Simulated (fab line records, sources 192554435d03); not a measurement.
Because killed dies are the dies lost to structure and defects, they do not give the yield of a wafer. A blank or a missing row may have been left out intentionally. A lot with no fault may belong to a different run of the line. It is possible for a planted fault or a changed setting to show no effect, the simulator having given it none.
Matching of chambers ; flow n5Finfet ; pecvd-02 running N5_BEOL_M13_DEP_53: 3 sister chambers
The step deposits SiCN from 3MS/NH3, target thk 50 nm, time 17.8 s. 3 wafers are shown with their chamber, then 10 later ones without.

WAFERS WITH THEIR CHAMBER
wafer;chamber;showerheadPlenumPTorr (Torr)
L087.1;2;4.179
L087.3;1;4.141
L091.3;0;4.188

WAFERS WITHOUT THEIR CHAMBER
wafer;showerheadPlenumPTorr (Torr)
L091.4;4.140
L090.1;4.146
L090.4;4.173
L090.6;4.180
L094.2;4.184
L094.5;4.185
L094.6;4.152
L097.1;4.176
L097.2;4.137
L097.5;4.179

WHICH CHAMBER EACH WENT THROUGH
wafer;from the rows above;in truth
L091.4;1;1
L090.1;1;1
L090.4;can't be placed: 2 or 0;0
L090.6;can't be placed: 2 or 0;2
L094.2;can't be placed: 0 or 2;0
L094.5;can't be placed: 0 or 2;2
L094.6;1;1
L097.1;can't be placed: 2 or 0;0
L097.2;1;1
L097.5;can't be placed: 2 or 0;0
Correct placement for 4 of the 10. Can't be placed from these rows: 6 (the true chamber is among the candidates in 6). Wrongly placed: 0.
How it was worked out, from the rows above alone: a wafer's distance from a chamber is the root of the sum, over the readings, of the square of ((its reading less the chamber's mean) divided by the reading's scatter). The wafer belongs to the nearest chamber; if the next one is less than 2 further off, it can't be placed. For every chamber, the mean is computed from those of its wafers that are shown. The scatter: with one shown wafer a chamber, the root of the mean of the squares of how far each hidden wafer lies from its nearest shown one.
